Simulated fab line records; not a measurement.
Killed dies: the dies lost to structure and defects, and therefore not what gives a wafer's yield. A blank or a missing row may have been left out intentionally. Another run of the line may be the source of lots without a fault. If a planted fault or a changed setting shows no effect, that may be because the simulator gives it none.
A struck lot beside a sound one | flow nand-harc | 40 out of 1302 route steps
Sound: these wafers, L770.1, L770.3, L770.6. Struck: wafer L760.3. (L760.4, L760.5 of the same lot were not struck and are left out.) The cause comes at the end.
Per side, at each step with rows, come the tool, then ch with its chambers, and then its first start. Under that, the readings that differ: sound wafers | struck wafers | difference of the means | sigmas: that difference in standard deviations of wafers without a fault.
alike: readings with means less than 2 such deviations apart, plus words and numbers identical on both sides. not compared: withheld readings, readings lacking a value on some wafer, bounds such as >300 that could conceal the same value, and numbers that have no deviation in the record and whose values overlap.
The two part at a step that has a row with sigmas, a row that says differs or no value, or rows on one side only. Numbers that don't overlap but have no deviation are shown without sigmas and don't part them. Lack of a reading on every wafer of one side parts them only where that side has two or more wafers.

first, 1 step without rows for these wafers: NHARC_A_BONDPAD_HARDBAKE_10 (time 65 s).
NHARC_A_BONDPAD_DESCUM_11: chemistry O2, time 3 s.
  sound on rie-diel-02 ch 0,1, day 29 12:34; struck on rie-diel-04 ch 3, day 26 05:28
  reading                     | sound       | struck | difference | sigmas
  drypump-motor-current-A (A) | 6.0 5.8 5.8 | 5.0    | -0.9       | -2
  alike: oes-product-au, rf-vpp-V, showerhead-plenum-p-Torr, throttle-valve-pct
  not compared: rf-hours-counter-h
then, 1 step without rows for these wafers: NHARC_A_BONDPAD_ETCH_34 (etches the open film in N2/H2, target depth 60 nm, overetch 18 nm, time 65.91 s).
NHARC_A_BONDPAD_ETCH_12: etches the open film in CHF3/O2, target depth 220 nm, time 110 s.
  sound on rie-diel-02 ch 1,2; struck on rie-diel-04 ch 0
  reading               | sound             | struck | difference | sigmas
  chf3-flow-sccm (sccm) | 50.01 49.69 49.66 | 50.17  | +0.38      | +2
  alike: drypump-motor-current-A, oes-product-au, rf-vpp-V, showerhead-plenum-p-Torr, throttle-valve-pct
  not compared: rf-hours-counter-h
NHARC_A_BONDPAD_CD_MEAS_13:
  sound on cd-sem-03, day 29 12:55; struck on cd-sem-01, day 26 05:47
  alike: cd-nm
then, 4 steps without rows for these wafers: NHARC_A_BONDPAD_STRIP_15 (strips in O2); NHARC_A_BONDPAD_ETCH_24 (etches the open film in CF4/N2, target depth 30 nm, time 72.99 s); NHARC_A_BONDPAD_STRIP_16 (strips in post etch residue remover, time 600 s); NHARC_A_BONDPAD_DEGAS_25 (time 60 s).
NHARC_A_BONDPAD_PRE_CLEAN_26: time 30 s.
  sound on pvd-sputter-02; struck on pvd-sputter-02
  reading            | sound       | struck | difference | sigmas
  heater-power-w (W) | 351 403 401 | 544    | +159       | +3
then, 2 steps without rows for these wafers: NHARC_A_BONDPAD_PVD_17 (deposits TaN, target thk 5 nm, time 8.06 s); NHARC_A_BONDPAD_PVD_27 (deposits Cu, target thk 30 nm, time 20.49 s).
NHARC_A_BONDPAD_ECD_18: material Cu, target thk 400 nm.
  sound on ecd-cu-02 ch 0,1, day 29 14:00; struck on ecd-cu-01 ch 0,1, day 26 06:55
then, 3 steps without rows for these wafers: NHARC_A_BONDPAD_ANNEAL_28 (time 90 s); NHARC_A_BONDPAD_CMP_19 (polishes, t overpolish 30 s, cu recess touch 16 s, target thk 169.82 nm); NHARC_A_BONDPAD_SRD_21 (time 30 s, dry time 20 s).
NHARC_A_BONDPAD_INSPECT_23:
  sound on defect-inspect-02, day 29 15:13; struck on defect-inspect-01, day 26 08:04
  alike: raw-defect-count
then, 5 steps without rows for these wafers: NHARC_HYBRID_BOND_ACTIVATE_00 (chemistry N2, time 60 s); NHARC_HYBRID_BOND_PRECLEAN_01 (cleans in DIW, time 300 s); NHARC_HYBRID_BOND_SRD_02 (time 30 s, dry time 20 s); NHARC_HYBRID_BOND_BOND_03; NHARC_HYBRID_BOND_ANNEAL_04 (time 7200 s).
NHARC_HYBRID_BOND_OVL_MEAS_05:
  sound wafers here have rows in the record (overlay-02, day 30 01:05); struck ones have none
NHARC_HYBRID_BOND_INSPECT_06: inspects for defects (ir void).
  sound wafers here have rows in the record (defect-inspect-02, day 30 01:08); struck ones have none
following that, these wafers have no rows for 1 step: NHARC_THIN_TSV_GRIND_00.
NHARC_THIN_TSV_CMP_01: polishes.
  the record has rows for the sound wafers here (cmp-04 ch 0,1,2, day 30 02:30) and none for the struck ones
NHARC_THIN_TSV_THK_MEAS_02: measures by ir.
  sound wafers here have rows in the record (film-metro-02, day 30 02:46); struck ones have none
then, 3 steps without rows for these wafers: NHARC_THIN_TSV_SRD_03; NHARC_THIN_TSV_PRECLEAN_41 (cleans in SC1); NHARC_THIN_TSV_SRD_42.
NHARC_THIN_TSV_DEP_43: deposits SiO2, target thk 1328.5 nm.
  the record has rows for the sound wafers here (pecvd-01 ch 1,2, day 30 02:59) and none for the struck ones
then, 8 steps without rows for these wafers: NHARC_THIN_TSV_DEHYDRATE_04 (time 120 s); NHARC_THIN_TSV_HMDS_05 (time 30 s); NHARC_THIN_TSV_COAT_06; NHARC_THIN_TSV_SOFTBAKE_07 (time 95 s); NHARC_THIN_TSV_EBR_08; NHARC_THIN_TSV_EXPOSE_09 (exposes mask TSV); NHARC_THIN_TSV_PEB_10 (peb time 85 s); NHARC_THIN_TSV_DEVELOP_11 (time 70 s).
NHARC_END_SORT_01:
  here the record holds rows for the struck wafers (prober-02 ch 0, day 27 23:23) but none for the sound ones

## WHERE THEY PART
First at NHARC_A_BONDPAD_DESCUM_11; last, within this record, at NHARC_END_SORT_01.

WHY: the cause the simulator had injected
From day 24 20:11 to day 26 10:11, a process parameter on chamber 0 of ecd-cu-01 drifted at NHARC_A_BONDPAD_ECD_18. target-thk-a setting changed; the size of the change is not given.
